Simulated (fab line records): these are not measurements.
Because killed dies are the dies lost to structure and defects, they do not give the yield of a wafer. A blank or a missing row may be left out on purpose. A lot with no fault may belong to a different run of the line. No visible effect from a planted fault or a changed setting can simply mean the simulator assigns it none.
Matching of chambers / flow nandHarc / rieDiel-05 running NHARC_A_BONDPAD_ETCH_34: 4 sister chambers
The step etches the open film in N2/H2, target depth 60 nm, overetch 18 nm, time 65.91 s. 4 wafers are shown with their chamber, then 12 later ones without.

EACH WAFER AND ITS CHAMBER
wafer=L089.6; chamber=1; showerheadPlenumPTorr (Torr)=2.11
wafer=L088.5; chamber=2; showerheadPlenumPTorr (Torr)=2.19
wafer=L092.1; chamber=0; showerheadPlenumPTorr (Torr)=2.13
wafer=L092.5; chamber=3; showerheadPlenumPTorr (Torr)=2.02

WAFERS MISSING THEIR CHAMBER
wafer=L093.2; showerheadPlenumPTorr (Torr)=2.12
wafer=L093.3; showerheadPlenumPTorr (Torr)=2.11
wafer=L093.4; showerheadPlenumPTorr (Torr)=2.19
wafer=L096.2; showerheadPlenumPTorr (Torr)=2.02
wafer=L096.4; showerheadPlenumPTorr (Torr)=2.12
wafer=L096.5; showerheadPlenumPTorr (Torr)=2.11
wafer=L095.1; showerheadPlenumPTorr (Torr)=2.02
wafer=L095.3; showerheadPlenumPTorr (Torr)=2.19
wafer=L095.6; showerheadPlenumPTorr (Torr)=2.19
wafer=L097.1; showerheadPlenumPTorr (Torr)=2.12
wafer=L097.3; showerheadPlenumPTorr (Torr)=2.19
wafer=L097.4; showerheadPlenumPTorr (Torr)=2.02

WHICH CHAMBER EACH ONE RAN IN
wafer=L093.2; from the rows above=can't be placed: 0 or 1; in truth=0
wafer=L093.3; from the rows above=1; in truth=1
wafer=L093.4; from the rows above=2; in truth=2
wafer=L096.2; from the rows above=3; in truth=3
wafer=L096.4; from the rows above=can't be placed: 0 or 1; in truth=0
wafer=L096.5; from the rows above=1; in truth=1
wafer=L095.1; from the rows above=3; in truth=3
wafer=L095.3; from the rows above=2; in truth=2
wafer=L095.6; from the rows above=2; in truth=2
wafer=L097.1; from the rows above=can't be placed: 0 or 1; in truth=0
wafer=L097.3; from the rows above=2; in truth=2
wafer=L097.4; from the rows above=3; in truth=3
Correct placement for 9 of the 12. Not placeable from these rows: 3 (in 3, the candidates include the true chamber). 0 placed wrongly.
How it was worked out, from the rows above alone: a wafer's distance from a chamber is the root of the sum, over the readings, of the square of ((its reading less the chamber's mean) divided by the reading's scatter). If the next closest chamber is less than 2 further off than the closest, the wafer can't be placed; otherwise it belongs to the closest. For every chamber, the mean is computed from those of its wafers that are shown. The scatter: with one shown wafer a chamber, the root of the mean of the squares of how far each hidden wafer lies from its nearest shown one.
